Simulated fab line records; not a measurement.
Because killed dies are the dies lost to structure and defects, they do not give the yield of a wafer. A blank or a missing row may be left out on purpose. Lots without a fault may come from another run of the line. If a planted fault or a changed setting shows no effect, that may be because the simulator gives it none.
The tool behind it: which one?	flow n5Finfet	27 wafers from 9 lots sampled at 5 of the route's 1938 steps

WHAT THE GAUGES SHOWED, per wafer
N5_DUMMY_REMOVAL_INSPECT_06: inspects for defects (brightfield). Usual: rawDefectCount reads 12 (standard deviation 4.9).
lot	measured	on	rawDefectCount	flag
L468	day 4 06:28	defectInspect-01	14 17 11	
L472	day 5 07:34	defectInspect-01	10 25 5	
L475	day 5 22:16	defectInspect-02	10 15 11	
L477	day 6 09:18	defectInspect-01	7 4 8	
L478	day 6 22:57	defectInspect-02	16 14 7	
L480	day 7 05:32	defectInspect-02	10 6 8	
L481	day 7 11:37	defectInspect-02	8 8 9	
L484	day 8 05:28	defectInspect-01	12 11 13	
L490	day 9 15:52	defectInspect-02	7 7 7	

N5_BEOL_M4_RC_MEAS_101. Usual: DIBL_N 36.2 mV/V, standard deviation 2; DIBL_P 36.1 mV/V, standard deviation 2.4; IOFF_N 0.16 nA/um, standard deviation 0.035; IOFF_P 0.22 nA/um, standard deviation 0.041; ION_N 675 uA/um, standard deviation 14; ION_P 465 uA/um, standard deviation 8.6; SS_N 71.5 mV/dec, standard deviation 0.64; SS_P 73.2 mV/dec, standard deviation 0.76; VT_N 250 mV, standard deviation 3.9; VT_P -249 mV, standard deviation 3.4.
lot	measured	on	DIBL_N (mV/V)	DIBL_P (mV/V)	IOFF_N (nA/um)	IOFF_P (nA/um)	ION_N (uA/um)	ION_P (uA/um)	SS_N (mV/dec)	SS_P (mV/dec)	VT_N (mV)	VT_P (mV)	flag
L468	day 8 23:46	prober-01	34.7 35.5 35.6	37.9 37.3 38.7	0.14 0.15 0.15	0.24 0.23 0.26	670 667 663	471 460 470	70.7 71.5 71.1	73.3 73.1 74.4	253 252 251	-247 -249 -245	
L472	day 9 17:11	prober-02	38.1 38.1 37.6	38.2 38.2 37.4	0.18 0.17 0.17	0.24 0.24 0.23	681 670 672	465 457 463	72.1 72.8 72.0	74.5 73.7 73.8	247 251 248	-249 -247 -251	
L475	day 9 21:13	prober-01	35.8 39.0 36.4	36.1 40.3 37.6	0.17 0.22 0.18	0.22 0.29 0.25	674 679 686	459 463 467	72.0 72.3 70.7	72.8 73.5 74.2	245 248 248	-247 -244 -245	
L477	day 10 10:59	prober-02	36.6 39.9 39.2	35.6 38.2 39.2	0.15 0.20 0.21	0.20 0.24 0.23	679 688 693	463 464 468	71.3 72.2 72.0	73.9 74.2 74.3	250 248 246	-251 -248 -249	
L478	day 11 05:33	prober-01	38.2 35.1 32.3	39.7 34.7 31.9	0.21 0.14 0.10	0.33 0.23 0.18	696 664 664	486 467 468	71.9 71.1 70.6	73.6 73.7 70.9	245 249 255	-240 -247 -249	
L480	day 11 15:52	prober-01	37.1 35.0 36.6	38.2 35.3 38.1	0.16 0.13 0.16	0.24 0.19 0.23	678 661 679	467 461 472	71.9 71.2 71.1	73.2 72.9 73.7	249 254 251	-248 -249 -248	
L481	day 11 22:15	prober-01	38.9 39.1 36.9	38.2 38.8 34.9	0.21 0.21 0.16	0.26 0.28 0.22	693 697 672	479 473 459	72.0 71.6 71.2	73.1 74.4 74.1	242 247 247	-246 -244 -249	
L484	day 12 08:17	prober-02	34.9 38.7 40.9	33.2 37.5 40.7	0.13 0.19 0.24	0.18 0.24 0.29	678 674 704	466 463 473	70.9 72.2 72.0	72.7 74.4 74.0	251 248 243	-251 -247 -246	
L490	day 14 02:49	prober-01	36.4 36.0 33.9	36.3 36.5 33.8	0.15 0.14 0.12	0.18 0.18 0.16	654 671 669	446 454 458	71.6 71.5 70.8	73.3 73.3 71.7	257 254 254	-255 -254 -256	

WHICH TOOL RAN EACH LOT (tool, then ch and the chambers of the sampled wafers, then the start)
lot	N5_HKMG_FIN_ALD_75	N5_HKMG_FIN_DESCUM_53	N5_HKMG_FIN_ALD_79
L468	aldHk-02 ch 0,3, day 4 07:19	rieDiel-03 ch 0,3, day 4 07:46	aldMetal-04 ch 0,2,3, day 4 09:10
L472	aldHk-03 ch 1,2,3, day 5 08:24	rieDiel-01 ch 0,1,3, day 5 09:17	aldMetal-03 ch 0,1,2, day 5 10:41
L475	aldHk-01 ch 1,2, day 5 23:06	rieDiel-04 ch 0,1,2, day 5 23:49	aldMetal-02 ch 0,1,3, day 6 01:10
L477	aldHk-02 ch 0,3, day 6 10:08	rieDiel-03 ch 0,2,3, day 6 10:35	aldMetal-02 ch 0,3, day 6 11:57
L478	aldHk-03 ch 0,1,3, day 6 23:47	rieDiel-01 ch 0,3, day 7 00:47	aldMetal-03 ch 0,2, day 7 02:13
L480	aldHk-02 ch 1,3, day 7 06:22	rieDiel-03 ch 1,3, day 7 06:48	aldMetal-02 ch 0,1,3, day 7 08:10
L481	aldHk-03 ch 1,2,3, day 7 12:28	rieDiel-04 ch 1,2, day 7 13:10	aldMetal-04 ch 2,3, day 7 14:35
L484	aldHk-01 ch 1,2,3, day 8 06:33	rieDiel-04 ch 0,1,3, day 8 07:07	aldMetal-02 ch 0,1, day 8 08:28
L490	aldHk-03 ch 1,2,3, day 9 16:42	rieDiel-03 ch 0,2,3, day 9 17:08	aldMetal-03 ch 0,2,3, day 9 18:29
- N5_HKMG_FIN_ALD_75: deposits Al2O3, target thk 1 nm, co reactant pulse time 1 s.
- N5_HKMG_FIN_DESCUM_53: chemistry O2, time 7.9 s.
- N5_HKMG_FIN_ALD_79: deposits TiN, target thk 1.5 nm, pulse time 1 s, purge time 3 s.

WHAT THE TOOLS THEMSELVES READ (means of the sampled wafers that have a number; where no wafer has one, the mark that the record gives instead)
N5_HKMG_FIN_ALD_75. Usual: heaterPowerW 148 W, standard deviation 21; precursorPulseHeightRel 0.999, standard deviation 0.019.
lot	tool	heaterPowerW (W)	precursorPulseHeightRel	flag
L468	aldHk-02	145	0.976	
L472	aldHk-03	150	0.999	
L475	aldHk-01	143	0.989	
L477	aldHk-02	147	1.001	
L478	aldHk-03	156	1.006	
L480	aldHk-02	147	1.001	
L481	aldHk-03	150	1.004	
L484	aldHk-01	140	1.015	
L490	aldHk-03	149	1.014	

N5_HKMG_FIN_DESCUM_53. Usual: drypumpMotorCurrentA 5.6 A, standard deviation 0.37; o2FlowSccm 224.9 sccm, standard deviation 0.63; oesProductAu 0.79 a.u., standard deviation 0.094; rfVppV 242.9 V, standard deviation 1.2; showerheadPlenumPTorr 2.07 Torr, standard deviation 0.058; throttleValvePct 20.28 %, standard deviation 0.27.
lot	tool	drypumpMotorCurrentA (A)	o2FlowSccm (sccm)	oesProductAu (a.u.)	rfVppV (V)	showerheadPlenumPTorr (Torr)	throttleValvePct (%)	flag
L468	rieDiel-03	6.1	224.5	0.73	243.3	2.08	20.53	
L472	rieDiel-01	5.6	224.6	0.79	242.9	2.10	20.18	
L475	rieDiel-04	5.7	225.6	0.86	243.0	2.05	20.22	
L477	rieDiel-03	5.8	224.5	0.79	243.2	2.09	20.34	
L478	rieDiel-01	5.4	225.6	0.72	243.2	2.12	20.42	
L480	rieDiel-03	5.3	224.8	0.77	243.2	2.09	20.64	
L481	rieDiel-04	5.4	225.6	0.89	243.2	2.04	20.21	
L484	rieDiel-04	5.5	225.1	0.81	243.0	2.02	20.29	
L490	rieDiel-03	5.8	225.3	0.75	242.6	2.08	20.39	

N5_HKMG_FIN_ALD_79. Usual: heaterPowerW 853 W, standard deviation 110; precursorPulseHeightRel 1.000, standard deviation 0.019.
lot	tool	heaterPowerW (W)	precursorPulseHeightRel	flag
L468	aldMetal-04	816	0.999	
L472	aldMetal-03	842	1.023	
L475	aldMetal-02	909	0.994	
L477	aldMetal-02	944	0.990	
L478	aldMetal-03	833	0.986	
L480	aldMetal-02	893	1.005	
L481	aldMetal-04	815	1.011	
L484	aldMetal-02	822	0.997	
L490	aldMetal-03	915	1.012	

THE ANSWER, worked out from the rows above alone
Rule: a lot counts as off when the mean over its wafers that have a number is more than 3 standard deviations away from the usual mean. Also off: a lot with no number at a reading for which 4 or more lots have one. Where the step has rows for the other lots, those lots are counted as sound. First the gauges in route order, then the tools' own readings, where a lot's mean is used as printed above. The first step at which some lot is off is used, and at that step the reading that is off furthest; a lot without a number counts as furthest.
Nothing can be told from this: no lot is off at any reading shown.

WHAT WAS PUT IN BY THE SIMULATOR
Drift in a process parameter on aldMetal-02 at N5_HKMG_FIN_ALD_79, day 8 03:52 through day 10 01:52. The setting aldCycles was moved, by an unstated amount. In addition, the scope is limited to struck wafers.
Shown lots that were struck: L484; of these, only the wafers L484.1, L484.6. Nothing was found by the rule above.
